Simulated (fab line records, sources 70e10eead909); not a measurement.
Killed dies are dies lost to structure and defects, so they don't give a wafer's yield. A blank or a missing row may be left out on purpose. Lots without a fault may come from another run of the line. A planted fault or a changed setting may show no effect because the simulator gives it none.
A struck lot beside a sound one | flow nand_harc | 34 steps out of a route of 1302
Sound: wafers L974.1, L974.2, L974.5. Struck: wafer L986.1. (L986.2, L986.6 of the same lot were not struck and are left out.) The cause comes at the end.
At each step with rows: each side's tool, then ch and its chambers, then its first start. Under that, the readings that differ: sound wafers | struck wafers | difference of the means | sigmas: that difference in standard deviations of wafers without a fault.
alike: readings whose means differ by less than 2 such deviations, and words and numbers that are the same on both sides. not compared: withheld readings, readings that some wafer has no value for, bounds like >300 that may hide the same value, and numbers for which the record gives no deviation and whose values overlap.
The two part at a step that has a row with sigmas, a row that says differs or no value, or rows on one side only. Numbers that don't overlap but have no deviation are shown without sigmas and don't part them. A reading that every wafer of one side lacks parts them only if that side has two wafers or more.

NHARC_THIN_TSV_ETCHBACK_48: etches the open film in C4F8/Ar, target depth 1028.5 nm, time 405.17 s.
  sound on rie_diel-08 ch 1,2,3, day 26 08:05; struck on rie_diel-12 ch 2, day 31 06:26
  alike: oes_product_au, rf_fwd_power_W, rf_vpp_V
  not compared: rf_hours_counter_h
then, 1 step without rows for these wafers: NHARC_THIN_TSV_STRIP_62 (strips in N2/H2, time 20 s).
NHARC_THIN_TSV_DEGAS_49: time 120 s.
  sound on pvd_sputter-01, day 26 08:45; struck on pvd_sputter-03, day 31 06:59
  alike: heater_power_w, susceptor_temp_C
then, 1 step without rows for these wafers: NHARC_THIN_TSV_PRE_CLEAN_50 (time 30 s).
NHARC_THIN_TSV_PVD_19: deposits TaN, target thk 20 nm.
  sound on pvd_sputter-01; struck on pvd_sputter-03
  alike: throttle_valve_pct
NHARC_THIN_TSV_PVD_51: deposits Cu, target thk 100 nm.
  sound on pvd_sputter-01; struck on pvd_sputter-03
  alike: throttle_valve_pct
then, 4 steps without rows for these wafers: NHARC_THIN_TSV_ECD_20 (material Cu, target thk 2000 nm); NHARC_THIN_TSV_ANNEAL_52 (time 90 s); NHARC_THIN_TSV_CMP_21 (polishes, t overpolish 30 s, target thk 2000 nm); NHARC_THIN_TSV_SRD_23.
NHARC_THIN_TSV_DEGAS_53: time 60 s.
  sound on pvd_sputter-01, day 26 10:43; struck on pvd_sputter-01, day 31 08:59
  reading              | sound                | struck | difference | sigmas
  susceptor_temp_C (C) | 299.79 299.87 300.07 | 300.31 | +0.40      | +2
  alike: heater_power_w
NHARC_THIN_TSV_PRE_CLEAN_54: time 30 s.
  sound on pvd_sputter-01, day 26 10:54; struck on pvd_sputter-01, day 31 09:04
  alike: heater_power_w, susceptor_temp_C
then, 10 steps without rows for these wafers: NHARC_THIN_TSV_PVD_55 (deposits TiN, target thk 50 nm); NHARC_THIN_TSV_PVD_24 (deposits Al, target thk 800 nm); NHARC_THIN_TSV_DEHYDRATE_25 (time 120 s); NHARC_THIN_TSV_HMDS_26 (time 30 s); NHARC_THIN_TSV_COAT_27; NHARC_THIN_TSV_SOFTBAKE_28 (time 95 s); NHARC_THIN_TSV_EBR_29; NHARC_THIN_TSV_EXPOSE_30 (exposes mask PAD); NHARC_THIN_TSV_PEB_31 (peb time 85 s); NHARC_THIN_TSV_DEVELOP_32 (time 70 s).
NHARC_THIN_TSV_CD_MEAS_33: target cd 5000 nm.
  sound on cd_sem-03 ch 0, day 26 12:01; struck on cd_sem-01 ch 0, day 31 10:07
  alike: cd_nm
then, 6 steps without rows for these wafers: NHARC_THIN_TSV_HARDBAKE_34 (time 80 s); NHARC_THIN_TSV_DESCUM_35 (chemistry O2, time 3 s); NHARC_THIN_TSV_ETCH_59 (etches the open film in Cl2/BCl3, target depth 880 nm, time 138.1 s); NHARC_THIN_TSV_ETCH_36 (etches the open film in Cl2/BCl3, target depth 65 nm, time 18.571 s); NHARC_THIN_TSV_STRIP_56 (strips in O2); NHARC_THIN_TSV_STRIP_57 (strips in post etch residue remover, time 1200 s).
NHARC_THIN_TSV_CD_MEAS_37:
  sound on cd_sem-03, day 26 13:28; struck on cd_sem-02, day 31 11:33
  alike: cd_nm
then, 1 step without rows for these wafers: NHARC_THIN_TSV_ANNEAL_58 (time 1800 s).
NHARC_THIN_TSV_INSPECT_40:
  sound on defect_inspect-01, day 26 18:03; struck on defect_inspect-01, day 31 14:55
  reading          | sound       | struck | difference | sigmas
  raw_defect_count | 441 492 450 | 987    | +526       | +6
NHARC_END_WLT_00:
  sound on prober-02, day 26 18:07; struck on prober-01, day 31 14:57
  reading                           | sound             | struck | difference | sigmas
  VT_DECK1_BOTTOM                   | 0.885 0.880 0.886 | 0.866  | -0.018     | -3
  VT_DECK1_MEDIAN_NEAR_BOTTOM       | 0.874 0.890 0.889 | 0.862  | -0.022     | -3
  VT_DECK1_MEDIAN_NEAR_BOTTOM_INNER | 0.880 0.886 0.887 | 0.868  | -0.016     | -2
  VT_DECK1_TOP                      | 0.901 0.915 0.904 | 0.891  | -0.016     | -2
  VT_DECK1_TOP_INNER                | 0.903 0.901 0.913 | 0.885  | -0.021     | -3
  alike: VT_DECK1_BOTTOM_INNER, VT_DECK1_MIDDLE, VT_DECK1_MIDDLE_INNER, VT_DECK2_BOTTOM, VT_DECK2_BOTTOM_INNER, VT_DECK2_MEDIAN_NEAR_BOTTOM, VT_DECK2_MEDIAN_NEAR_BOTTOM_INNER, VT_DECK2_MIDDLE, VT_DECK2_MIDDLE_INNER, VT_DECK2_TOP, VT_DECK2_TOP_INNER
NHARC_END_SORT_01:
  the record has rows for the struck wafers here (prober-01 ch 0, day 31 17:55) and none for the sound ones

WHERE THEY PART
First at NHARC_THIN_TSV_DEGAS_53; last, within this record, at NHARC_END_SORT_01.

WHY: what the simulator had put in
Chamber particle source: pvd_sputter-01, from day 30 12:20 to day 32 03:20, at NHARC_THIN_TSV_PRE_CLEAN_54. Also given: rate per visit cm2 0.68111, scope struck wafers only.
